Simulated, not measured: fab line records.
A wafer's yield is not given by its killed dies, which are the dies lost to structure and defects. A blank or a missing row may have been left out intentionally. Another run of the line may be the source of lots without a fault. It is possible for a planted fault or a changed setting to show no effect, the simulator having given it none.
Which of the tools did it? + flow n5 finfet + 29 wafers from 10 lots sampled at 7 of the route's 1938 steps

## WHAT EACH GAUGE READ, for each wafer
N5_BEOL_M13_CD_MEAS_28 targets a cd of 209.5 nm.
| lot  | measured     | on        | cd nm (nm)        |
|------|--------------|-----------|-------------------|
| L986 | day 11 04:41 | cd sem-02 | 208.3 209.4 207.6 |
| L987 | day 11 15:44 | cd sem-02 | 211.4 208.7 211.2 |
| L988 | day 11 15:54 | cd sem-03 | 208.2 210.7 209.4 |
| L992 | day 13 05:21 | cd sem-01 | 211.6 210.8 208.8 |
| L996 | day 14 00:16 | cd sem-02 | 208.6 208.6 210.9 |
| L997 | day 14 03:44 | cd sem-03 | 210.2 208.2 207.2 |
| L100 | day 15 09:04 | cd sem-02 | 208.9 211.3 209.5 |
| L101 | day 15 16:06 | cd sem-02 | 209.9 210.8 210.7 |
| L103 | day 15 23:22 | cd sem-02 | 208.6 208.5 208.0 |
| L102 | day 16 15:03 | cd sem-03 | 210.3 209.1       |

N5_BEOL_M13_INSPECT_30: inspects for defects (macro).
| lot  | measured     | on                | raw defect count |
|------|--------------|-------------------|------------------|
| L986 | day 11 04:45 | defect inspect-01 | 2 1 5            |
| L987 | day 11 15:47 | defect inspect-02 | 2 2 2            |
| L988 | day 11 15:57 | defect inspect-01 | 2 1 2            |
| L992 | day 13 05:25 | defect inspect-01 | 2 2 0            |
| L996 | day 14 00:19 | defect inspect-02 | 3 0 1            |
| L997 | day 14 03:47 | defect inspect-02 | 2 3 1            |
| L100 | day 15 09:08 | defect inspect-02 | 0 2 0            |
| L101 | day 15 16:09 | defect inspect-01 | 3 3 1            |
| L103 | day 15 23:25 | defect inspect-02 | 2 4 3            |
| L102 | day 16 15:06 | defect inspect-02 | 0 1              |

N5_BEOL_M13_OCD_MEAS_35.
| lot  | measured     | on     | trench depth nm (nm) |
|------|--------------|--------|----------------------|
| L986 | day 11 05:37 | ocd-02 | 409 415 406          |
| L987 | day 11 16:24 | ocd-01 | 413 409 415          |
| L988 | day 11 16:34 | ocd-02 | 405 420 407          |
| L992 | day 13 06:01 | ocd-02 | 404 413 410          |
| L996 | day 14 00:56 | ocd-02 | 411 402 411          |
| L997 | day 14 04:24 | ocd-01 | 415 416 415          |
| L100 | day 15 09:44 | ocd-02 | 424 418 418          |
| L101 | day 15 16:46 | ocd-01 | 412 412 409          |
| L103 | day 16 00:19 | ocd-02 | 418 658 417          |
| L102 | day 16 15:43 | ocd-01 | 419 658              |

N5_BEOL_M13_THK_MEAS_50: measures by xrf.
| lot  | measured     | on            | M13_THK (nm) |
|------|--------------|---------------|--------------|
| L986 | day 11 09:34 | film metro-02 | 421 426 416  |
| L987 | day 11 18:27 | film metro-02 | 428 424 434  |
| L988 | day 11 19:02 | film metro-01 | 417 432 417  |
| L992 | day 13 09:02 | film metro-02 | 412 422 419  |
| L996 | day 14 03:01 | film metro-02 | 423 419 427  |
| L997 | day 14 08:35 | film metro-02 | 430 432 431  |
| L100 | day 15 12:55 | film metro-01 | 436 429 428  |
| L101 | day 15 19:56 | film metro-01 | 432 430 429  |
| L103 | day 16 03:10 | film metro-01 | 424 667 424  |
| L102 | day 16 19:38 | film metro-02 | 429 671      |

N5_BEOL_M13_RS_MEAS_54: a four-point-probe measurement.
| lot  | measured     | on            | M13_RS (ohm/sq)      |
|------|--------------|---------------|----------------------|
| L986 | day 11 09:41 | film metro-01 | 0.0454 0.0448 0.0459 |
| L987 | day 11 18:35 | film metro-01 | 0.0449 0.0451 0.0444 |
| L988 | day 11 19:09 | film metro-01 | 0.0461 0.0444 0.0458 |
| L992 | day 13 09:10 | film metro-01 | 0.0460 0.0451 0.0453 |
| L996 | day 14 03:08 | film metro-02 | 0.0453 0.0460 0.0452 |
| L997 | day 14 08:43 | film metro-02 | 0.0447 0.0443 0.0447 |
| L100 | day 15 13:02 | film metro-01 | 0.0437 0.0444 0.0445 |
| L101 | day 15 20:04 | film metro-02 | 0.0448 0.0449 0.0452 |
| L103 | day 16 03:17 | film metro-01 | 0.0448 0.0282 0.0450 |
| L102 | day 16 19:46 | film metro-02 | 0.0441 0.0281        |

## EACH LOT AND THE TOOL THAT RAN IT (in order: tool; ch and the chambers of the sampled wafers; start)
| lot  | N5_BEOL_M13_TRENCH_ETCH_34         | N5_BEOL_M13_SPUTTER_43       |
|------|------------------------------------|------------------------------|
| L986 | rie diel-03 ch 0,3, day 11 05:26   | pvd sputter-01, day 11 08:32 |
| L987 | rie diel-02 ch 0,2, day 11 16:14   | pvd sputter-01, day 11 17:25 |
| L988 | rie diel-01 ch 1,3, day 11 16:23   | pvd sputter-01, day 11 17:59 |
| L992 | rie diel-01 ch 0,2,3, day 13 05:50 | pvd sputter-01, day 13 07:41 |
| L996 | rie diel-01 ch 0,3, day 14 00:46   | pvd sputter-03, day 14 01:47 |
| L997 | rie diel-02 ch 1,3, day 14 04:14   | pvd sputter-02, day 14 06:59 |
| L100 | rie diel-03 ch 0,3, day 15 09:34   | pvd sputter-02, day 15 11:53 |
| L101 | rie diel-02 ch 1,2,3, day 15 16:35 | pvd sputter-02, day 15 18:47 |
| L103 | rie diel-01 ch 0,1,3, day 16 00:09 | pvd sputter-03, day 16 01:59 |
| L102 | rie diel-01 ch 0,3, day 16 15:32   | pvd sputter-02, day 16 18:25 |
- N5_BEOL_M13_TRENCH_ETCH_34: etches SiOC in C4F8/O2/Ar, target depth 413.47 nm, time 162.6 s.
- N5_BEOL_M13_SPUTTER_43: material TaN, target thk 15 nm, time 24.19 s.

## WHAT THE TOOLS THEMSELVES READ (means of the sampled wafers that have a number; where no wafer has one, the mark that the record gives instead)
N5_BEOL_M13_TRENCH_ETCH_34.
| lot  | tool        | drypump motor current A (A) | oes product au (a.u.) | rf vpp V (V) | showerhead plenum p Torr (Torr) | throttle valve pct (%) |
|------|-------------|-----------------------------|-----------------------|--------------|---------------------------------|------------------------|
| L986 | rie diel-03 | 5.5                         | 0.70                  | 667          | 3.46                            | 24.59                  |
| L987 | rie diel-02 | 5.4                         | 0.79                  | 662          | 3.30                            | 24.11                  |
| L988 | rie diel-01 | 6.6                         | 0.69                  | 663          | 3.35                            | 24.13                  |
| L992 | rie diel-01 | 5.9                         | 0.83                  | 666          | 3.44                            | 24.23                  |
| L996 | rie diel-01 | 6.3                         | 0.73                  | 668          | 3.50                            | 24.34                  |
| L997 | rie diel-02 | 5.8                         | 0.80                  | 668          | 3.54                            | 24.22                  |
| L100 | rie diel-03 | 5.5                         | 0.87                  | 667          | 3.45                            | 24.36                  |
| L101 | rie diel-02 | 5.8                         | 0.81                  | 669          | 3.53                            | 24.05                  |
| L103 | rie diel-01 | 6.3                         | 0.91                  | 669          | 3.53                            | 24.11                  |
| L102 | rie diel-01 | 6.0                         | 0.90                  | 667          | 3.48                            | 24.30                  |

N5_BEOL_M13_SPUTTER_43.
| lot  | tool           | cathode dc power W (W) | throttle valve pct (%) |
|------|----------------|------------------------|------------------------|
| L986 | pvd sputter-01 | 15001                  | 29.8                   |
| L987 | pvd sputter-01 | 15000                  | 29.9                   |
| L988 | pvd sputter-01 | 15000                  | 30.0                   |
| L992 | pvd sputter-01 | 15000                  | 29.3                   |
| L996 | pvd sputter-03 | 15000                  | 30.1                   |
| L997 | pvd sputter-02 | 14999                  | 28.6                   |
| L100 | pvd sputter-02 | 15001                  | 28.4                   |
| L101 | pvd sputter-02 | 14999                  | 29.7                   |
| L103 | pvd sputter-03 | 15000                  | 30.1                   |
| L102 | pvd sputter-02 | 15000                  | 28.2                   |

## THE ANSWER, worked out from the rows above alone
Rule: what is usual is taken from the lots themselves. The widest of any qualifying gaps counts: lots, ordered by their means at a reading, are off when they make up no more than a third of the lots, leave a main group of 4 or more, and stand apart from it by 3 or more times the standard deviation of that group's means. Not used: any main group whose means are identical at the precision the tables above print for the reading. Also off: a lot with no number at a reading for which 4 or more lots have one. The other lots that the step has rows for count as sound. The gauges are gone through in route order, then the tools' own readings, and for those a lot's mean is taken as printed above. The first step at which some lot is off is used, and at that step the reading that is off furthest; a lot without a number counts as furthest.
Off: L103, L102, at N5_BEOL_M13_OCD_MEAS_35 (trench depth nm). The main group: mean 412 nm, standard deviation 3.7.
If a tool, at a process step before that reading, ran all the lots that are off and no sound lot after the first of them, it fits. Not tried: the gauges at N5_BEOL_M13_OCD_MEAS_35; whatever is off there is also off at N5_BEOL_M13_THK_MEAS_50, on other tools, and gauge error can't account for it. One candidate fits, namely rie diel-01 at N5_BEOL_M13_TRENCH_ETCH_34. A fault onset in the window from L996 (day 14 00:46, its last sound lot) to L103 (day 16 00:09, its first lot off) fits.

## WHAT THE SIMULATOR HAD PUT IN
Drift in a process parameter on rie diel-01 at N5_BEOL_M13_TRENCH_ETCH_34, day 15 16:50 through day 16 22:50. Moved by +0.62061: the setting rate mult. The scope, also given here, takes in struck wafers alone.
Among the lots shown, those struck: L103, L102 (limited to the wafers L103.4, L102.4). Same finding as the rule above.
